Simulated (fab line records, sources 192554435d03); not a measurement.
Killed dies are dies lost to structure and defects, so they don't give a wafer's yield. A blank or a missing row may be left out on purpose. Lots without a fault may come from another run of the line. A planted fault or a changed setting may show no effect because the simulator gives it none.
Problem report in the 8D (eight disciplines) form, filled by code | flow n5_finfet | the parts of the form that need people (team, actions taken, sign-off) are left out

1. THE PROBLEM
run_length_s at N5_BEOL_M5_CVD_47 reads a mean of 235.2 s on 2 wafers of 2 lots; wafers without a fault read 239.3 s with a standard deviation of 0.61. That is -6.8 standard deviations from the usual mean.
The step: deposits Co from CCTBA/H2, target thk 3 nm, time 216 s.
First seen on wafer L841.4, day 10 12:23, on cvd_co-01. The record holds 38 wafers of 13 lots with a number at this step. Rule for "out", or "out of limits": more than 4 standard deviations from the usual mean. The other wafers with a number count as sound.

2. WHAT IT IS AND WHAT IT IS NOT
question                    | is                | is not
which readings at this step | run_length_s      | -
which lots                  | L840, L841        | L833, L837, L845, L848, L849, L850, L851, L852, L853, L854, L855
which wafers of those lots  | L840.4, L841.4    | L840.2, L841.3, L841.5
read on which tools         | cvd_co-01         | cvd_co-02
when                        | from day 10 12:23 | up to then (8 sound wafers); but 28 sound wafers of L840, L845, L848, L849, L850, L851, L852, L853, L854, L855 came after

3. SUSPECTS, AND WHAT RULES EACH OUT
Counting: a tool at a process step up to the reading stays a suspect if it ran every lot that is out. Sound lots after the first of them don't rule it out here, since some wafers of a struck lot are sound.
- cvd_co-01 at N5_BEOL_M5_CVD_47 (deposits Co from CCTBA/H2, target thk 3 nm, time 216 s): kept. It ran every lot that is out, first L841 (day 10 12:23); its last sound lot up to then is L837 (day 9 20:31). Its own readings are out on those wafers: run_length_s.
- Within cvd_co-01 at N5_BEOL_M5_CVD_47: the wafers that are out ran in chamber 2; their sound lot-mates ran in chambers 0, 1.
Left after counting: cvd_co-01 at N5_BEOL_M5_CVD_47.

4. THE CAUSE (what the simulator had put in)
Process parameter drift: cvd_co-01, from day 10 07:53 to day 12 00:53, at N5_BEOL_M5_CVD_47. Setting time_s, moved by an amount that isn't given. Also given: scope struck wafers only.
Counting left only this tool.

5. THE CHAIN OF EFFECTS, in route order
Each row: a reading whose mean over the struck wafers that have a number lies more than 3 standard deviations from the usual. Only readings for which the record gives a usual standard deviation are gone through. hours: the time from each lot's start at the first step in this table that gives one to its start at this step, as a median over the lots. sigmas: the change in usual standard deviations.
hours | step              | reading      | usual   | on struck wafers | change | sigmas
0     | N5_BEOL_M5_CVD_47 | run_length_s | 239.3 s | 235.2            | -4.2   | -6.8
The process steps in it:
- N5_BEOL_M5_CVD_47: deposits Co from CCTBA/H2, target thk 3 nm, time 216 s.

6. WHAT WOULD HAVE CAUGHT IT SOONER
In this record the first reading out of limits was taken at day 10 12:23, 4 hours after the fault began at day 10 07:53.
